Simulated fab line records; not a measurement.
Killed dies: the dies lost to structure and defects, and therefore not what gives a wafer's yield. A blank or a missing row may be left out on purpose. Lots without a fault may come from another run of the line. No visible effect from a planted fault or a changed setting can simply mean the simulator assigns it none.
fab line records ; flow n5_finfet
record lots=8; wafers=24; last_day=22
route steps=1938 shown SD_EPI_P@312 SD_ACTIVATION@331 ILD0@338 BEOL_M4@1111
lots untouched by any fault: they come from a run of this same line in which no faults occurred
start_h: start of the lot's first displayed wafer, in hours after the record's first day ; wait_h: hours since the lot's step before ; " repeats the value in the row above ; L1.1+2: a single row standing in for several wafers ; - either no value or no given start ; * or withheld: withheld ; < > ~ a bound
route shown NAME@n: a module of which the file shows steps, and the number in the route of the first ; usual: the fault-free wafers' mean and standard deviation ; same: alike in all rows ; chamber/n: place in a boat ; sites: the reading at each site ; _std_site: their standard deviation ; _edge_site: the outer-site mean with the inner-site mean subtracted ; radius_mm: how far each site lies from the wafer's centre ; mask NAME#n: copy n ; behind: the most recent tool/chamber to have shaped the wafer ; hold: what put the lot on hold/how long, in hours/how the hold closed ; device: names the non-switching transistor (n, p or np) ; end of line: the route-end tests of the same wafers ; where a step has no rows: the recipe by itself ; killed: dies that structure and defects cost at the first sort, which is not the same as the wafer's yield ; map: the dies of a wafer, with x for killed, . for not killed, _ for no die there
set.NAME: the setting that was run; set.NAME@STEP: the one run at that earlier step ; model.NAME: the simulator's own value behind a step, which no gauge read
one table for each step of the route and one row for each wafer, over a sample of lots
services: when a tool's chamber went out of use (start_h, in hours from the record's first day, below 0 if earlier), for how many hours, and the reason
## steps
# step N5_SD_EPI_P_ETCH_16
# recipe chemistry=CHF3/O2; target=SiO2; target_depth_a=50; mask_material=SOC; pressure_mtorr=30; source_w=650; bias_w=170; Ar_flow_sccm=200; CHF3_flow_sccm=50; O2_flow_sccm=5; ion_energy_ev=200
# usual drypump_motor_current_A=5.8/0.36; oes_f_703_au=0.81/0.093; oes_product_au=0.81/0.094; rf_vpp_V=521/6.1; showerhead_plenum_p_Torr=2.40/0.07; throttle_valve_pct=18.92/0.19
lot.wafer;tool;chamber;start_h;wait_h;drypump_motor_current_A;oes_f_703_au;oes_product_au;rf_hours_counter_h;rf_vpp_V;showerhead_plenum_p_Torr;throttle_valve_pct
L373.1;rie_diel-03;0;104.16;0.1;6.0;0.92;0.91;16;529;2.37;18.96
L373.3;rie_diel-03;3;104.16;0.1;6.2;0.85;0.84;71;517;2.34;18.66
L373.6;rie_diel-03;2;104.16;0.1;5.8;0.89;0.88;-;518;2.46;18.81
L375.4;rie_diel-06;1;116.09;0.1;6.3;0.67;0.66;248;514;2.38;19.32
L375.5;rie_diel-06;1;116.09;0.1;6.3;0.67;0.67;-;513;2.38;19.31
L375.6;rie_diel-06;2;116.09;0.1;5.5;0.83;0.84;-;523;2.44;18.80
L376.1;rie_diel-06;3;122.97;0.1;5.8;0.70;0.70;214;517;2.29;18.77
L376.2;rie_diel-06;1;122.97;0.1;6.3;0.67;0.67;250;513;2.38;19.31
L376.6;rie_diel-06;1;122.97;0.1;6.2;0.67;0.66;-;515;2.38;19.31
L382.1;rie_diel-06;0;156.34;0.1;6.5;0.78;0.77;136;527;2.51;18.84
L382.2;rie_diel-06;3;156.34;0.1;5.8;0.70;0.69;224;518;2.29;18.78
L382.3;rie_diel-06;2;156.34;0.1;5.5;0.82;0.81;99;522;2.44;18.81
L383.1;rie_diel-06;1;162.30;0.1;6.3;0.98;0.97;5;513;2.37;18.92
L383.2;rie_diel-06;3;162.30;0.1;5.8;0.70;0.69;226;516;2.29;18.79
L383.5;rie_diel-06;0;162.30;0.1;6.5;0.78;0.78;-;527;2.51;18.85
L384.1;rie_diel-01;2;167.10;0.1;5.7;0.80;0.82;68;529;2.44;19.07
L384.4;rie_diel-01;0;167.10;0.1;5.4;0.93;0.94;9;518;2.37;18.85
L384.5;rie_diel-01;2;167.10;0.1;5.7;0.81;0.82;-;528;2.44;19.06
L385.1;rie_diel-01;2;174.17;0.1;5.7;0.81;0.83;70;527;2.44;19.08
L385.5;rie_diel-01;3;174.17;0.1;6.1;0.92;0.92;-;513;2.45;18.69
L385.6;rie_diel-01;2;174.17;0.1;5.7;0.80;0.83;-;528;2.44;19.08
L386.4;rie_diel-06;1;181.07;0.1;6.3;0.96;0.95;12;514;2.37;18.92
L386.5;rie_diel-06;2;181.07;0.1;5.5;0.80;0.81;-;522;2.43;18.81
L386.6;rie_diel-06;3;181.07;0.1;5.8;0.69;0.68;-;517;2.28;18.79
# step N5_SD_EPI_P_EPI_21
# recipe material=SiGe:B; dopant=B; temp_c=550; pressure_torr=20; ambient=H2; time_s=355
# usual epi_growth_time_s=355/0; susceptor_temp_C=550.04/0.25
lot.wafer;tool;chamber;start_h;wait_h;epi_growth_time_s;susceptor_temp_C
L373.1;epi_rpcvd-04;0;105.02;0.2;355;549.61
L373.3;epi_rpcvd-04;0;105.02;0.2;355;549.58
L373.6;epi_rpcvd-04;0;107.42;2.4;355;549.74
L375.4;epi_rpcvd-04;0;117.91;1.1;355;550.33
L375.5;epi_rpcvd-04;0;117.91;1.1;355;550.41
L375.6;epi_rpcvd-04;0;117.91;1.1;355;549.97
L376.1;epi_rpcvd-04;0;123.70;0.1;355;549.97
L376.2;epi_rpcvd-04;0;123.70;0.1;355;549.65
L376.6;epi_rpcvd-04;0;125.50;1.8;355;549.72
L382.1;epi_rpcvd-04;0;157.07;0.1;427.93;550.53
L382.2;epi_rpcvd-04;0;157.07;0.1;355;550.24
L382.3;epi_rpcvd-04;0;157.07;0.1;355;550.15
L383.1;epi_rpcvd-04;0;163.03;0.1;427.93;550.11
L383.2;epi_rpcvd-04;0;163.03;0.1;355;550.14
L383.5;epi_rpcvd-04;0;164.47;1.5;427.93;549.72
L384.1;epi_rpcvd-01;0;167.95;0.2;355;550.40
L384.4;epi_rpcvd-01;0;169.39;1.5;355;549.77
L384.5;epi_rpcvd-01;0;169.39;1.5;355;549.78
L385.1;epi_rpcvd-01;0;175.03;0.2;355;550.16
L385.5;epi_rpcvd-01;0;176.95;2.0;355;549.73
L385.6;epi_rpcvd-01;0;176.95;2.0;355;550.06
L386.4;epi_rpcvd-01;0;183.36;1.5;355;550.09
L386.5;epi_rpcvd-01;0;183.36;1.5;355;549.92
L386.6;epi_rpcvd-01;0;183.36;1.5;355;550.31
# step N5_SD_EPI_P_EPI_MEAS_23
# recipe mode=xrd
# usual thk_nm=61.0/1.3
lot.wafer;tool;chamber;start_h;wait_h;thk_nm
L373.1;film_metro-02;-;107.93;2.4;61.0
L373.3;film_metro-02;-;107.93;2.4;61.8
L373.6;film_metro-02;-;107.93;2.4;60.0
L375.4;film_metro-02;-;119.03;0.8;61.5
L375.5;film_metro-02;-;119.03;0.8;60.0
L375.6;film_metro-02;-;119.03;0.8;59.4
L376.1;film_metro-01;-;125.89;1.8;59.8
L376.2;film_metro-01;-;125.89;1.8;61.2
L376.6;film_metro-01;-;125.89;1.8;59.3
L382.1;film_metro-01;-;159.27;1.8;69.9
L382.2;film_metro-01;-;159.27;1.8;61.1
L382.3;film_metro-01;-;159.27;1.8;60.2
L383.1;film_metro-02;-;165.23;1.8;69.3
L383.2;film_metro-02;-;165.23;1.8;62.9
L383.5;film_metro-02;-;165.23;1.8;68.9
L384.1;film_metro-01;-;170.88;2.5;61.4
L384.4;film_metro-01;-;170.88;2.5;60.6
L384.5;film_metro-01;-;170.88;2.5;62.1
L385.1;film_metro-01;-;177.94;2.4;60.5
L385.5;film_metro-01;-;177.94;2.4;60.9
L385.6;film_metro-01;-;177.94;2.4;60.0
L386.4;film_metro-01;-;184.85;1.0;59.4
L386.5;film_metro-01;-;184.85;1.0;63.3
L386.6;film_metro-01;-;184.85;1.0;62.8
# step N5_SD_ACTIVATION_LSA_01
# recipe temp_c=1080; time_s=0.0008; ambient=N2
# usual wafer_temp_C_max=1084.5/1
# same time_s=0.0008
lot.wafer;tool;chamber;start_h;wait_h;wafer_temp_C_max
L373.1;laser_anneal-01;0;108.34;0.2;1082.9
L373.3;laser_anneal-01;0;108.34;0.2;1083.3
L373.6;laser_anneal-01;0;108.34;0.2;1085.0
L375.4;laser_anneal-01;0;119.52;0.2;1085.4
L375.5;laser_anneal-01;0;119.52;0.2;1083.7
L375.6;laser_anneal-01;0;119.52;0.2;1084.3
L376.1;laser_anneal-02;0;126.31;0.2;1083.9
L376.2;laser_anneal-02;0;126.31;0.2;1082.9
L376.6;laser_anneal-02;0;126.31;0.2;1083.7
L382.1;laser_anneal-02;0;159.67;0.2;1083.9
L382.2;laser_anneal-02;0;159.67;0.2;1083.9
L382.3;laser_anneal-02;0;159.67;0.2;1082.3
L383.1;laser_anneal-01;0;165.66;0.2;1085.5
L383.2;laser_anneal-01;0;165.66;0.2;1086.2
L383.5;laser_anneal-01;0;165.66;0.2;1084.8
L384.1;laser_anneal-02;0;171.29;0.2;1085.0
L384.4;laser_anneal-02;0;171.29;0.2;1084.0
L384.5;laser_anneal-02;0;171.29;0.2;1083.3
L385.1;laser_anneal-01;0;178.39;0.2;1084.3
L385.5;laser_anneal-01;0;178.39;0.2;1085.2
L385.6;laser_anneal-01;0;178.39;0.2;1083.6
L386.4;laser_anneal-02;0;185.34;0.2;1083.3
L386.5;laser_anneal-02;0;185.34;0.2;1083.2
L386.6;laser_anneal-02;0;185.34;0.2;1083.6
# step N5_SD_ACTIVATION_RS_MEAS_03
# recipe thk_meas_gauge=four-point-probe
# usual RS_SD_N=21.86/0.28; RS_SD_P=55.9/0.89
lot.wafer;tool;chamber;start_h;wait_h;RS_SD_N[ohm/sq];RS_SD_P[ohm/sq]
L373.1;film_metro-02;-;108.54;0.2;21.97;55.9
L373.3;film_metro-02;-;108.54;0.2;21.65;55.5
L373.6;film_metro-02;-;108.54;0.2;21.72;56.0
L375.4;film_metro-02;-;119.69;0.1;22.10;56.2
L375.5;film_metro-02;-;119.69;0.1;22.32;55.9
L375.6;film_metro-02;-;119.69;0.1;21.95;56.1
L376.1;film_metro-02;-;126.51;0.2;21.73;56.2
L376.2;film_metro-02;-;126.51;0.2;21.95;56.1
L376.6;film_metro-02;-;126.51;0.2;21.83;55.8
L382.1;film_metro-01;-;159.88;0.2;21.55;48.9
L382.2;film_metro-01;-;159.88;0.2;21.95;56.3
L382.3;film_metro-01;-;159.88;0.2;21.72;54.7
L383.1;film_metro-01;-;165.86;0.2;21.47;48.0
L383.2;film_metro-01;-;165.86;0.2;21.23;54.5
L383.5;film_metro-01;-;165.86;0.2;21.87;48.6
L384.1;film_metro-02;-;171.49;0.2;22.00;54.9
L384.4;film_metro-02;-;171.49;0.2;21.68;55.4
L384.5;film_metro-02;-;171.49;0.2;21.80;55.0
L385.1;film_metro-02;-;178.59;0.2;21.80;57.3
L385.5;film_metro-02;-;178.59;0.2;21.88;56.6
L385.6;film_metro-02;-;178.59;0.2;21.58;56.6
L386.4;film_metro-01;-;185.51;0.1;21.96;57.1
L386.5;film_metro-01;-;185.51;0.1;22.14;56.1
L386.6;film_metro-01;-;185.51;0.1;22.31;56.6
# step N5_ILD0_CMP_03
# recipe stop_on=SiNx; t_overpolish_s=1.9; post_cmp_clean=alkaline_brush; down_force_psi=4.1491; platen_rpm=51.796; pad_velocity_m_s=1.0306; target_thk_nm=197.38
# usual motor_current_A=12.3/1.4; overpolish_run_s=1.900/0.0085; platen_rpm=51.80/0.041; time_to_endpoint_s=73/3.5
lot.wafer;tool;chamber;start_h;wait_h;motor_current_A;overpolish_run_s;platen_rpm;time_to_endpoint_s
L373.3;cmp-03;1;112.40;0.0;12.4;1.881;51.82;68
L373.1;cmp-03;2;112.40;0.0;11.2;1.894;51.73;70
L373.6;cmp-03;1;112.40;0.0;12.9;1.900;51.88;71
L375.4;cmp-02;2;122.46;0.0;13.6;1.900;51.84;72
L375.6;cmp-02;2;122.46;0.0;13.8;1.892;51.81;74
L375.5;cmp-02;3;122.46;0.0;9.6;1.893;51.80;71
L376.1;cmp-02;0;129.51;0.1;12.6;1.896;51.79;72
L376.2;cmp-02;1;129.51;0.1;13.3;1.913;51.82;75
L376.6;cmp-02;3;129.51;0.1;10.3;1.890;51.81;69
L382.1;cmp-03;3;162.60;0.0;12.8;1.909;51.77;75
L382.2;cmp-03;0;162.60;0.0;12.0;1.893;51.87;71
L382.3;cmp-03;2;162.60;0.0;10.9;1.912;51.73;75
L383.1;cmp-02;3;168.58;0.0;10.4;1.889;51.72;73
L383.2;cmp-02;0;168.58;0.0;12.3;1.895;51.82;76
L383.5;cmp-02;0;168.58;0.0;12.6;1.919;51.76;75
L384.4;cmp-02;3;174.27;0.0;10.0;1.899;51.75;73
L384.1;cmp-02;2;174.27;0.0;13.7;1.900;51.76;77
L384.5;cmp-02;3;174.27;0.0;9.9;1.896;51.74;72
L385.1;cmp-01;0;181.39;0.1;13.2;1.903;51.77;68
L385.5;cmp-01;3;181.39;0.1;14.1;1.909;51.81;68
L385.6;cmp-01;0;181.39;0.1;12.9;1.893;51.85;70
L386.4;cmp-01;2;188.52;0.1;14.5;1.892;51.81;72
L386.5;cmp-01;1;188.52;0.1;10.0;1.903;51.77;69
L386.6;cmp-01;2;188.52;0.1;13.7;1.906;51.84;73
# step N5_BEOL_M4_RC_MEAS_101
# usual DIBL_N=36.3/1.1; DIBL_P=36.3/1.4; IOFF_N=0.155/0.019; IOFF_P=0.211/0.027; ION_N=672/8.5; ION_P=462/5.8; RS_SD_P=65.8/0.98; SS_N=71.5/0.56; SS_P=73.3/0.52; VT_N=249.9/2.5; VT_P=-249.8/2.8
lot.wafer;tool;chamber;start_h;wait_h;DIBL_N[mV/V];DIBL_P[mV/V];IOFF_N[nA/um];IOFF_P[nA/um];ION_N[uA/um];ION_P[uA/um];RS_SD_P[ohm/sq];SS_N[mV/dec];SS_P[mV/dec];VT_N[mV];VT_P[mV]
L375.4;prober-02;0;322.57;0.5;36.8;35.7;0.137;0.201;677;467;66.3;70.4;72.5;250.5;-250.7
L375.5;prober-02;0;322.57;0.5;37.9;37.1;0.163;0.222;675;468;65.9;71.6;73.2;249.0;-246.1
L375.6;prober-02;0;322.57;0.5;37.7;37.4;0.156;0.216;672;461;66.1;71.7;74.0;248.3;-251.8
L376.1;prober-01;0;324.10;0.0;37.2;36.9;0.151;0.183;670;455;65.6;71.2;73.8;251.3;-253.2
L376.2;prober-01;0;324.10;0.0;38.5;38.1;0.178;0.206;664;452;66.1;72.3;73.0;250.4;-249.8
L376.6;prober-01;0;324.10;0.0;36.4;36.1;0.139;0.181;658;447;65.7;71.2;73.0;253.2;-252.0
L386.4;prober-01;0;368.66;0.5;34.9;37.6;0.168;0.241;668;470;66.8;70.4;73.3;247.3;-247.3
L386.5;prober-01;0;368.66;0.5;34.3;36.8;0.150;0.235;673;472;65.0;71.7;73.1;249.5;-244.4
L386.6;prober-01;0;368.66;0.5;34.9;36.6;0.157;0.232;665;465;66.2;71.8;72.6;251.7;-248.7
L382.1;prober-01;0;376.28;0.0;36.3;36.6;0.168;0.244;687;476;56.8;71.9;73.7;247.1;-246.3
L382.2;prober-01;0;376.28;0.0;36.7;36.6;0.178;0.231;688;471;64.7;71.6;74.1;243.7;-246.9
L382.3;prober-01;0;376.28;0.0;35.7;35.8;0.158;0.221;690;471;63.6;71.9;73.8;247.6;-246.9
L383.1;prober-02;0;385.35;0.0;38.3;37.3;0.176;0.255;677;468;56.6;71.2;73.9;245.9;-245.7
L383.2;prober-02;0;385.35;0.0;37.5;35.8;0.154;0.206;680;465;64.0;71.6;73.1;252.5;-249.6
L383.5;prober-02;0;385.35;0.0;36.9;35.6;0.149;0.220;669;463;56.6;71.5;73.6;250.5;-246.9
L385.1;prober-02;0;390.06;0.0;36.5;36.4;0.150;0.210;676;466;67.3;71.5;72.9;250.0;-250.0
L385.5;prober-02;0;390.06;0.0;40.0;40.9;0.228;0.301;699;479;66.7;72.5;74.0;242.9;-244.8
L385.6;prober-02;0;390.06;0.0;37.1;37.2;0.171;0.236;677;471;66.4;71.1;73.1;246.3;-247.0
L384.1;prober-02;0;391.34;0.0;36.7;36.8;0.160;0.218;677;467;66.2;71.3;73.0;248.6;-247.3
L384.4;prober-02;0;391.34;0.0;37.0;37.5;0.168;0.219;684;468;65.8;70.9;72.6;249.9;-248.5
L384.5;prober-02;0;391.34;0.0;35.8;35.6;0.143;0.199;665;463;65.7;71.3;73.0;249.8;-250.6
L373.1;prober-02;0;399.64;0.0;35.6;35.6;0.134;0.184;670;460;66.3;71.4;73.3;250.1;-253.3
L373.3;prober-02;0;399.64;0.0;35.7;36.2;0.138;0.190;664;463;65.6;71.3;72.7;251.8;-253.4
L373.6;prober-02;0;399.64;0.0;36.2;36.6;0.144;0.195;668;461;66.4;71.4;73.2;250.7;-251.7
## services
tool;chamber;start_h;hours;kind
rie_diel-03;-;82.64;0.7;repair
cmp-01;-;84.98;1.5;repair
cmp-01;-;87.00;1.8;repair
laser_anneal-01;-;101.93;1.1;repair
rie_diel-03;3;106.94;1.8;repair
cmp-01;-;115.21;8.2;repair
rie_diel-06;1;123.02;-;clean
rie_diel-06;1;123.02;-;consumable_replace:focus_ring
laser_anneal-02;-;124.01;1.7;pm
rie_diel-03;0;125.34;6.0;repair
laser_anneal-01;-;127.50;1.9;pm
rie_diel-01;0;128.42;-;clean
rie_diel-01;0;128.42;-;consumable_replace:focus_ring
rie_diel-01;0;128.42;12.2;scheduled_down
rie_diel-01;0;128.42;12.2;vent_cycle
cmp-01;-;130.49;4.0;pm
epi_rpcvd-04;-;132.34;1.8;repair
cmp-01;-;134.49;-;consumable_replace:conditioner
cmp-01;-;134.49;-;consumable_replace:pad
rie_diel-01;2;154.65;6.9;repair
cmp-02;-;163.22;4.0;repair
cmp-02;-;183.58;18.2;repair
## key
first_sign step=N5_SD_EPI_P_EPI_21; reading=epi_growth_time_s; direction=up; sigmas=99+; usual=*; struck=*
effect step=N5_SD_EPI_P_EPI_MEAS_23; reading=thk_nm; direction=up; sigmas=6.7; usual=*; struck=*
effect step=N5_SD_ACTIVATION_RS_MEAS_03; reading=RS_SD_P; direction=down; sigmas=8.4; usual=55.9; struck=48.5
effect step=N5_BEOL_M4_RC_MEAS_101; reading=RS_SD_P; direction=down; sigmas=9.3; usual=65.8; struck=56.7
met_at N5_SD_EPI_P_EPI_21
struck_lots L382,L383
struck_wafers L382.1,L383.1,L383.5
not_acting_at N5_SD_EPI_P_ETCH_16,N5_SD_ACTIVATION_LSA_01,N5_ILD0_CMP_03
onset_between 123.70 157.07
fault kind=process_parameter_drift; tool=epi_rpcvd-04; chamber=-; onset_h=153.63; steps=N5_SD_EPI_P_EPI_21; channel=epi_growth_time_s; offset=*; shape=step; end_h=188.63; scope=struck_wafers_only; acts_in=*; stated=*
